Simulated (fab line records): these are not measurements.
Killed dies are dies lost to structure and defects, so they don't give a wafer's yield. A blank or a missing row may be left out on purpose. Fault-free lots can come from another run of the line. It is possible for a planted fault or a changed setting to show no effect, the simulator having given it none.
Which tool was responsible?	flow n5-finfet	24 lots, 72 wafers sampled, at 6 steps of a route of 1938

== WHAT EACH GAUGE READ, for each wafer ==
N5_BEOL_M12_THK_MEAS_01. Usual: M12_ILD_THK 658 nm, standard deviation 8.4.
lot	measured	on	M12_ILD_THK (nm)	flag
L075	day 10 15:02	film-metro-01	648 648 649	
L074	day 11 02:36	film-metro-01	645 646 660	
L076	day 11 02:55	film-metro-01	658 644 673	
L078	day 11 21:38	film-metro-01	660 655 670	
L077	day 11 23:39	film-metro-01	651 657 656	
L080	day 11 23:59	film-metro-01	661 660 670	
L079	day 12 03:43	film-metro-01	653 664 664	
L081	day 12 06:53	film-metro-01	662 649 655	
L082	day 12 21:38	film-metro-02	656 671 672	
L084	day 13 10:06	film-metro-01	651 664 677	
L085	day 13 10:22	film-metro-02	651 656 663	
L083	day 13 10:26	film-metro-01	662 658 660	
L086	day 13 14:33	film-metro-02	665 668 668	
L087	day 13 17:16	film-metro-01	657 661 667	
L088	day 13 23:59	film-metro-02	652 666 661	
L091	day 14 23:08	film-metro-01	646 641 662	
L089	day 15 02:35	film-metro-01	641 648 654	
L090	day 15 04:51	film-metro-01	661 664 655	
L093	day 15 07:20	film-metro-02	664 663 672	
L092	day 15 13:03	film-metro-01	656 660 670	
L095	day 16 06:08	film-metro-02	671 660 665	
L094	day 16 06:44	film-metro-02	648 638 656	
L096	day 16 11:38	film-metro-01	656 660 661	
L097	day 16 13:08	film-metro-02	650 653 660	

N5_BEOL_M13_INSPECT_30: inspects for defects (macro). Usual: raw-defect-count at 2.2, with a standard deviation of 1.4.
lot	measured	on	raw-defect-count	flag
L075	day 10 23:40	defect-inspect-02	0 4 2	
L074	day 11 10:11	defect-inspect-02	1 2 0	
L076	day 11 14:22	defect-inspect-02	5 7 3	
L078	day 12 05:34	defect-inspect-02	3 5 2	
L077	day 12 06:02	defect-inspect-01	4 1 1	
L080	day 12 06:18	defect-inspect-02	3 3 1	
L079	day 12 11:29	defect-inspect-01	4 2 1	
L081	day 12 12:17	defect-inspect-01	2 2 4	
L082	day 13 04:46	defect-inspect-01	2 3 3	
L084	day 13 16:57	defect-inspect-01	4 2 2	
L085	day 13 18:16	defect-inspect-02	1 2 3	
L083	day 13 19:19	defect-inspect-01	1 3 2	
L086	day 14 01:09	defect-inspect-02	2 2 1	
L087	day 14 03:24	defect-inspect-01	3 4 4	
L088	day 14 09:50	defect-inspect-02	0 1 4	
L091	day 15 08:29	defect-inspect-02	1 1 2	
L089	day 15 08:43	defect-inspect-02	0 2 5	
L090	day 15 12:02	defect-inspect-01	2 1 1	
L093	day 15 15:47	defect-inspect-02	1 2 4	
L092	day 15 21:28	defect-inspect-02	3 3 3	
L095	day 16 12:56	defect-inspect-02	1 5 1	
L094	day 16 13:27	defect-inspect-01	3 3 2	
L096	day 16 21:21	defect-inspect-01	1 2 2	
L097	day 16 22:11	defect-inspect-02	3 0 2	

== TOOL THAT RAN EACH LOT (tool first, then ch and the chambers of the sampled wafers, then the start) ==
lot	N5_BEOL_M11_DEGAS_44	N5_BEOL_M12_ILD_DEP_00	N5_BEOL_M12_STRIP_63	N5_BEOL_M12_ETCH_68
L075	pvd-sputter-03, day 10 13:15	pecvd-04 ch 0,1,2, day 10 14:54	plasma-asher-01 ch 0,1, day 10 15:50	rie-diel-02 ch 0,1, day 10 16:46
L074	pvd-sputter-01, day 11 00:51	pecvd-01 ch 0,1, day 11 02:28	plasma-asher-02 ch 0,1, day 11 03:17	rie-diel-06 ch 1,2,3, day 11 04:13
L076	pvd-sputter-02, day 11 01:04	pecvd-04 ch 0,1,2, day 11 02:47	plasma-asher-01 ch 0,1, day 11 03:43	rie-diel-06 ch 0,1,2, day 11 04:41
L078	pvd-sputter-01, day 11 19:24	pecvd-02 ch 0,2, day 11 21:30	plasma-asher-02 ch 0,1, day 11 22:26	rie-diel-03 ch 0,1,3, day 11 23:14
L077	pvd-sputter-02, day 11 21:34	pecvd-04 ch 1, day 11 23:28	plasma-asher-01 ch 0,1, day 12 00:27	rie-diel-03 ch 0,2,3, day 12 01:23
L080	pvd-sputter-03, day 11 21:49	pecvd-02 ch 0,1,2, day 11 23:51	plasma-asher-01 ch 0,1, day 12 00:46	rie-diel-03 ch 1,2, day 12 01:52
L079	pvd-sputter-03, day 12 01:29	pecvd-02 ch 0,2, day 12 03:35	plasma-asher-02 ch 0,1, day 12 04:31	rie-diel-06 ch 2,3, day 12 05:59
L081	pvd-sputter-03, day 12 05:06	pecvd-04 ch 0,1, day 12 06:45	plasma-asher-02 ch 0,1, day 12 07:35	rie-diel-03 ch 1,3, day 12 08:32
L082	pvd-sputter-02, day 12 19:19	pecvd-01 ch 0,2, day 12 21:31	plasma-asher-02 ch 0,1, day 12 22:30	rie-diel-02 ch 1,2,3, day 12 23:26
L084	pvd-sputter-02, day 13 08:14	pecvd-01 ch 0,2, day 13 09:58	plasma-asher-02 ch 0,1, day 13 10:55	rie-diel-06 ch 0,2,3, day 13 12:28
L085	pvd-sputter-01, day 13 08:25	pecvd-02 ch 0,1,2, day 13 10:14	plasma-asher-01 ch 0,1, day 13 11:11	rie-diel-06 ch 0,3, day 13 13:02
L083	pvd-sputter-01, day 13 08:30	pecvd-04 ch 0,1,2, day 13 10:20	plasma-asher-02 ch 0,1, day 13 11:32	rie-diel-03 ch 1,2,3, day 13 13:17
L086	pvd-sputter-01, day 13 12:22	pecvd-02 ch 0,1,2, day 13 14:25	plasma-asher-02 ch 0,1, day 13 15:19	rie-diel-06 ch 0,3, day 13 16:14
L087	pvd-sputter-01, day 13 15:29	pecvd-02 ch 0,2, day 13 17:08	plasma-asher-01 ch 1, day 13 17:57	rie-diel-06 ch 0,1, day 13 18:45
L088	pvd-sputter-03, day 13 21:38	pecvd-04 ch 0,1,2, day 13 23:51	plasma-asher-02 ch 0,1, day 14 00:50	rie-diel-06 ch 1,2, day 14 01:50
L091	pvd-sputter-01, day 14 20:57	pecvd-01 ch 1,2, day 14 23:01	plasma-asher-02 ch 0,1, day 15 00:14	rie-diel-06 ch 1,2,3, day 15 02:14
L089	pvd-sputter-02, day 15 00:25	pecvd-02 ch 0,1,2, day 15 02:28	plasma-asher-01 ch 0,1, day 15 03:21	rie-diel-06 ch 0,1,3, day 15 04:17
L090	pvd-sputter-03, day 15 01:02	pecvd-02 ch 0,1,2, day 15 04:43	plasma-asher-02 ch 0,1, day 15 06:28	rie-diel-06 ch 0,1,3, day 15 07:58
L093	pvd-sputter-01, day 15 05:31	pecvd-02 ch 0,1, day 15 07:12	plasma-asher-02 ch 0,1, day 15 08:11	rie-diel-06 ch 0,1,2, day 15 09:19
L092	pvd-sputter-03, day 15 10:34	pecvd-04 ch 0,1,2, day 15 12:55	plasma-asher-02 ch 0,1, day 15 14:49	rie-diel-06 ch 0,2,3, day 15 17:22
L095	pvd-sputter-02, day 16 03:53	pecvd-02 ch 0,1,2, day 16 06:03	plasma-asher-02 ch 0,1, day 16 07:04	rie-diel-03 ch 2,3, day 16 07:57
L094	pvd-sputter-02, day 16 04:43	pecvd-01 ch 0,1,2, day 16 06:37	plasma-asher-01 ch 0,1, day 16 07:25	rie-diel-02 ch 2,3, day 16 08:15
L096	pvd-sputter-03, day 16 08:45	pecvd-01 ch 0,1,2, day 16 11:31	plasma-asher-01 ch 0,1, day 16 12:28	rie-diel-02 ch 2,3, day 16 13:23
L097	pvd-sputter-02, day 16 10:55	pecvd-02 ch 0,2, day 16 13:00	plasma-asher-02 ch 0,1, day 16 13:59	rie-diel-06 ch 0,1,3, day 16 14:47
- N5_BEOL_M11_DEGAS_44: time 60 s.
- N5_BEOL_M12_ILD_DEP_00: deposits SiOC from DEMS/O2, target thk 658.92 nm, time 130.7 s.
- N5_BEOL_M12_STRIP_63: strips in N2/H2.
- N5_BEOL_M12_ETCH_68: etches SOC in N2/H2, time 285 s.

== WHAT THE TOOLS THEMSELVES READ (means of the sampled wafers that have a number; where no wafer has one, the mark that the record gives instead) ==
N5_BEOL_M11_DEGAS_44. Usual: heater-power-w at 329 W, with a standard deviation of 34.
lot	tool	heater-power-w (W)	flag
L075	pvd-sputter-03	347	
L074	pvd-sputter-01	315	
L076	pvd-sputter-02	304	
L078	pvd-sputter-01	343	
L077	pvd-sputter-02	300	
L080	pvd-sputter-03	334	
L079	pvd-sputter-03	341	
L081	pvd-sputter-03	353	
L082	pvd-sputter-02	294	
L084	pvd-sputter-02	316	
L085	pvd-sputter-01	337	
L083	pvd-sputter-01	324	
L086	pvd-sputter-01	337	
L087	pvd-sputter-01	313	
L088	pvd-sputter-03	358	
L091	pvd-sputter-01	352	
L089	pvd-sputter-02	323	
L090	pvd-sputter-03	351	
L093	pvd-sputter-01	329	
L092	pvd-sputter-03	336	
L095	pvd-sputter-02	324	
L094	pvd-sputter-02	314	
L096	pvd-sputter-03	336	
L097	pvd-sputter-02	305	

N5_BEOL_M12_ILD_DEP_00. Usual: heater-power-w 441 W, standard deviation 80; rf-fwd-power-W 497.8 W, standard deviation 1.7; showerhead-plenum-p-Torr 5.693 Torr, standard deviation 0.013; showerhead-vpp-V 1355 V, standard deviation 65; throttle-valve-pct 12.0 %, standard deviation 0.52.
lot	tool	heater-power-w (W)	rf-fwd-power-W (W)	showerhead-plenum-p-Torr (Torr)	showerhead-vpp-V (V)	throttle-valve-pct (%)	flag
L075	pecvd-04	437	498.5	5.687	1338	11.9	
L074	pecvd-01	512	498.3	5.695	1398	11.3	
L076	pecvd-04	426	499.0	5.689	1346	12.0	
L078	pecvd-02	439	498.1	5.697	1326	12.1	
L077	pecvd-04	419	497.6	5.677	1361	12.1	
L080	pecvd-02	387	498.3	5.696	1311	12.3	
L079	pecvd-02	443	499.3	5.701	1329	12.3	
L081	pecvd-04	427	497.7	5.689	1354	12.0	
L082	pecvd-01	577	496.2	5.692	1474	11.2	
L084	pecvd-01	560	497.9	5.698	1489	11.1	
L085	pecvd-02	414	497.1	5.705	1290	12.3	
L083	pecvd-04	392	497.0	5.688	1346	11.7	
L086	pecvd-02	438	496.7	5.697	1317	12.4	
L087	pecvd-02	416	496.1	5.696	1318	12.5	
L088	pecvd-04	457	499.2	5.700	1359	11.6	
L091	pecvd-01	476	494.9	5.694	1457	11.7	
L089	pecvd-02	432	497.7	5.700	1316	12.2	
L090	pecvd-02	391	499.3	5.693	1317	12.6	
L093	pecvd-02	428	498.1	5.685	1291	12.3	
L092	pecvd-04	420	497.2	5.692	1352	11.7	
L095	pecvd-02	408	497.1	5.697	1317	12.3	
L094	pecvd-01	520	498.1	5.699	1432	11.7	
L096	pecvd-01	479	497.9	5.692	1442	11.5	
L097	pecvd-02	451	497.4	5.694	1338	12.3	

N5_BEOL_M12_STRIP_63. Usual: drypump-motor-current-A 5.67 A, standard deviation 0.3; heater-power-w 334 W, standard deviation 35; oes-product-au 0.692 a.u., standard deviation 0.0042; strip-time-to-endpoint-s 42.3 s, standard deviation 0.86.
lot	tool	drypump-motor-current-A (A)	heater-power-w (W)	oes-product-au (a.u.)	strip-time-to-endpoint-s (s)	flag
L075	plasma-asher-01	5.30	368	0.692	42.9	
L074	plasma-asher-02	5.84	330	0.695	43.6	
L076	plasma-asher-01	5.32	358	0.693	42.4	
L078	plasma-asher-02	5.94	307	0.690	42.2	
L077	plasma-asher-01	5.33	361	0.694	43.1	
L080	plasma-asher-01	5.30	369	0.690	41.7	
L079	plasma-asher-02	5.86	327	0.696	42.0	
L081	plasma-asher-02	5.84	322	0.691	42.8	
L082	plasma-asher-02	5.93	305	0.691	41.6	
L084	plasma-asher-02	5.86	323	0.689	41.7	
L085	plasma-asher-01	5.33	361	0.691	42.6	
L083	plasma-asher-02	5.87	322	0.688	41.8	
L086	plasma-asher-02	5.86	324	0.691	41.4	
L087	plasma-asher-01	5.34	350	0.690	42.3	
L088	plasma-asher-02	5.85	321	0.695	41.9	
L091	plasma-asher-02	5.84	327	0.693	42.4	
L089	plasma-asher-01	5.30	370	0.693	43.2	
L090	plasma-asher-02	5.85	325	0.691	42.1	
L093	plasma-asher-02	5.93	308	0.688	41.6	
L092	plasma-asher-02	5.92	304	0.693	42.3	
L095	plasma-asher-02	5.93	304	0.691	41.7	
L094	plasma-asher-01	5.33	363	0.695	43.4	
L096	plasma-asher-01	5.31	365	0.694	42.2	
L097	plasma-asher-02	5.92	304	0.694	42.7	

N5_BEOL_M12_ETCH_68. Usual: drypump-motor-current-A 5.8 A, standard deviation 0.4; oes-product-au 0.81 a.u., standard deviation 0.047; rf-fwd-power-W 2995 W, standard deviation 9; rf-vpp-V 525.2 V, standard deviation 2.4; showerhead-plenum-p-Torr 2.59 Torr, standard deviation 0.095; throttle-valve-pct 17.66 %, standard deviation 0.24.
lot	tool	drypump-motor-current-A (A)	oes-product-au (a.u.)	rf-fwd-power-W (W)	rf-vpp-V (V)	showerhead-plenum-p-Torr (Torr)	throttle-valve-pct (%)	flag
L075	rie-diel-02	5.9	0.94	2999	525.4	2.55	17.58	
L074	rie-diel-06	5.7	0.81	2986	524.1	2.56	17.55	
L076	rie-diel-06	5.8	0.81	2988	524.0	2.57	17.53	
L078	rie-diel-03	5.8	0.83	2990	525.4	2.60	17.79	
L077	rie-diel-03	5.8	0.82	2981	525.3	2.61	18.01	
L080	rie-diel-03	5.6	0.85	2990	527.5	2.69	17.88	
L079	rie-diel-06	5.3	0.82	2992	526.7	2.61	17.51	
L081	rie-diel-03	5.7	0.84	3002	526.2	2.65	17.55	
L082	rie-diel-02	5.4	0.87	2994	524.1	2.54	17.45	
L084	rie-diel-06	5.7	0.80	2996	526.2	2.64	17.53	
L085	rie-diel-06	6.0	0.79	3003	528.2	2.67	17.51	
L083	rie-diel-03	5.6	0.82	2990	527.4	2.65	17.78	
L086	rie-diel-06	6.1	0.80	2993	527.2	2.67	17.52	
L087	rie-diel-06	6.1	0.77	2997	522.9	2.51	17.62	
L088	rie-diel-06	5.4	0.79	2998	523.6	2.53	17.57	
L091	rie-diel-06	5.7	0.78	3004	523.9	2.55	17.62	
L089	rie-diel-06	6.0	0.76	2996	525.5	2.58	17.60	
L090	rie-diel-06	6.0	0.77	3002	525.3	2.58	17.61	
L093	rie-diel-06	5.8	0.77	2999	524.2	2.56	17.58	
L092	rie-diel-06	5.7	0.77	2992	526.1	2.63	17.56	
L095	rie-diel-03	5.6	0.79	2992	525.3	2.60	17.91	
L094	rie-diel-02	5.1	0.80	2981	523.3	2.52	17.55	
L096	rie-diel-02	5.4	0.85	3004	522.6	2.50	17.53	
L097	rie-diel-06	6.0	0.76	3000	525.4	2.58	17.63	

== THE ANSWER, worked out from the rows above alone ==
Rule: a lot is off if the mean of its wafers that have a number lies more than 3 standard deviations from the usual mean. A lot without any number at a reading at which 4 lots or more have one is off too. Any other lot the step has rows for is counted as sound. Order of review: gauges by route order, followed by the tools' own readings, for which a lot's mean as printed above is used. The first step at which some lot is off is used, and at that step the reading that is off furthest; a lot without a number counts as furthest.
No lot is off on any of the readings shown, so nothing can be concluded from this.

== WHAT THE SIMULATOR PUT IN ==
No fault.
